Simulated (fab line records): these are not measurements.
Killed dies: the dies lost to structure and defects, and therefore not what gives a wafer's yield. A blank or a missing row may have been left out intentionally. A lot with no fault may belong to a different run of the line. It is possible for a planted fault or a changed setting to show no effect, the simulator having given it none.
Which tool did it?    flow n5 finfet    Sampling: 6 lots, 17 wafers, 4 of 1938 route steps

WHAT EACH GAUGE READ, for each wafer
N5_MIM_BOT_LITHO_CD_MEAS_08: the cd target is 3000 nm.
lot   measured      on         cd nm (nm)
L106  day 13 01:28  cd sem-03  2999.7 3001.7 3000.7
L108  day 12 18:43  cd sem-03  2998.3 3000.3 3000.1
L110  day 13 07:37  cd sem-03  3001.0 3002.6 3000.6
L112  day 14 17:51  cd sem-03  2997.7 2998.7 2999.1
L117  day 15 16:07  cd sem-01  2997.0 3000.5 3000.7
L124  day 18 15:47  cd sem-02  2999.2 3000.8

TOOL THAT RAN EACH LOT (tool first, then ch and the chambers of the sampled wafers, then the start)
lot   N5_PMOS_HMC_CHANNEL_EPI_ETCH_32    N5_MIM_TOP_ALD_01                            N5_MIM_TOP_ALD_02
L106  rie diel-05 ch 0,1, day 1 23:50    ald hk-01 ch 0,1,3, day 13 01:28 or earlier  ald hk-01 ch 0,1,3, day 13 01:28 or earlier
L108  rie diel-02 ch 1,2,3, day 2 11:45  ald hk-02 ch 0,1,2, day 12 18:43 or earlier  ald hk-02 ch 0,1,2, day 12 18:43 or earlier
L110  rie diel-02 ch 1,2,3, day 2 23:44  ald hk-01 ch 0,2,3, day 13 07:37 or earlier  ald hk-01 ch 0,2,3, day 13 07:37 or earlier
L112  rie diel-02 ch 1,2,3, day 3 11:44  ald hk-01 ch 2,3, day 14 17:51 or earlier    ald hk-01 ch 2,3, day 14 17:51 or earlier
L117  rie diel-06 ch 0,1,3, day 4 17:21  ald hk-03 ch 0,1,3, day 15 16:07 or earlier  ald hk-03 ch 0,1,3, day 15 16:07 or earlier
L124  rie diel-05 ch 1,3, day 6 11:36    ald hk-02 ch 0,3, day 18 15:47 or earlier    ald hk-02 ch 0,3, day 18 15:47 or earlier
- N5_PMOS_HMC_CHANNEL_EPI_ETCH_32: etches BARC in N2/H2, stops on SiO2, target depth 85.8 nm, time 50.3 s.
- N5_MIM_TOP_ALD_01: deposits HfO2, target thk 5.6 nm, pulse time 1 s, purge time 3 s.
- N5_MIM_TOP_ALD_02: deposits Al2O3, purge time 3 s, co reactant pulse time 3 s.

THE ANSWER, worked out from the rows above alone
Rule: what is usual is taken from the lots themselves. The widest of any qualifying gaps counts: lots, ordered by their means at a reading, are off when they make up no more than a third of the lots, leave a main group of 4 or more, and stand apart from it by 3 or more times the standard deviation of that group's means. If all means in a main group match to the digits the tables above print for the reading, that group is not used. Also off: a lot with no number at a reading for which 4 or more lots have one. Where the step has rows for the other lots, those lots are counted as sound.
Across all readings shown, no lot is off: no conclusion can be drawn from this.

WHAT THE SIMULATOR HAD INSERTED
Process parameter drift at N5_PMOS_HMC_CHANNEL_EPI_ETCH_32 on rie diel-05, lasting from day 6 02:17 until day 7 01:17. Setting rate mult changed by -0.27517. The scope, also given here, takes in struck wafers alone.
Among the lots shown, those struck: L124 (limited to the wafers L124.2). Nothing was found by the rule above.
